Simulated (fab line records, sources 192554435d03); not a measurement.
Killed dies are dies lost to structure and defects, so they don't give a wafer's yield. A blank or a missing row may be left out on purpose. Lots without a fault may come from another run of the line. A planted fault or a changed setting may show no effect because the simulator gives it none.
Chamber matching | flow n5_finfet | N5_DUMMY_REMOVAL_STRIP_10 on rie_diel-04: 4 sister chambers
The step strips in N2/H2, time 40 s. 16 wafers are shown with their chamber, then 8 later ones without.

WAFERS WITH THEIR CHAMBER
wafer  | chamber | showerhead_plenum_p_Torr (Torr) | throttle_valve_pct (%) | oes_product_au (a.u.)
L079.3 | 0       | 3.34                            | 12.6                   | 0.70
L079.5 | 1       | 3.12                            | 11.9                   | 0.79
L079.6 | 0       | 3.34                            | 12.6                   | 0.70
L082.2 | 3       | 3.23                            | 12.1                   | 0.70
L082.3 | 2       | 3.43                            | 11.7                   | 0.92
L082.6 | 0       | 3.34                            | 12.6                   | 0.69
L083.2 | 0       | 3.34                            | 12.6                   | 0.70
L083.5 | 1       | 3.12                            | 12.0                   | 0.77
L083.6 | 0       | 3.34                            | 12.6                   | 0.69
L088.2 | 2       | 3.43                            | 11.7                   | 0.89
L088.5 | 2       | 3.43                            | 11.7                   | 0.89
L088.6 | 3       | 3.22                            | 12.2                   | 0.69
L092.4 | 3       | 3.22                            | 12.2                   | 0.69
L092.5 | 0       | 3.33                            | 12.6                   | 0.68
L092.6 | 3       | 3.22                            | 12.2                   | 0.69
L093.1 | 1       | 3.11                            | 12.0                   | 0.76

SIGNATURES (means of the wafers above)
reading                  | chamber 0 | chamber 1 | chamber 2 | chamber 3 | scatter within a chamber
showerhead_plenum_p_Torr | 3.3383    | 3.1167    | 3.4300    | 3.2225    | 0.00433
throttle_valve_pct       | 12.600    | 11.967    | 11.700    | 12.175    | 0.0344
oes_product_au           | 0.6933    | 0.7733    | 0.9000    | 0.6925    | 0.0111
Rule: a wafer's distance from a chamber is the root of the sum, over the readings, of the square of ((its reading less the chamber's mean) divided by the reading's scatter). The wafer belongs to the nearest chamber; if the next one is less than 2 further off, it can't be placed. The scatter: the root of (the sum of the squares of (reading less its chamber's mean) over the shown wafers, divided by (wafers less chambers)).

WAFERS WITHOUT THEIR CHAMBER
wafer  | showerhead_plenum_p_Torr (Torr) | throttle_valve_pct (%) | oes_product_au (a.u.)
L093.2 | 3.22                            | 12.2                   | 0.68
L093.6 | 3.11                            | 12.0                   | 0.77
L094.1 | 3.22                            | 12.2                   | 0.69
L094.4 | 3.11                            | 12.0                   | 0.77
L094.5 | 3.22                            | 12.2                   | 0.69
L097.2 | 3.32                            | 12.7                   | 0.68
L097.3 | 3.21                            | 12.2                   | 0.68
L097.5 | 3.42                            | 11.7                   | 0.86

WHICH CHAMBER EACH WENT THROUGH
wafer  | from the rows above | in truth
L093.2 | 3                   | 3
L093.6 | 1                   | 1
L094.1 | 3                   | 3
L094.4 | 1                   | 1
L094.5 | 3                   | 3
L097.2 | 0                   | 0
L097.3 | 3                   | 3
L097.5 | 2                   | 2
Placed correctly: 8 of 8. Can't be placed from these rows: 0. Placed wrongly: 0.
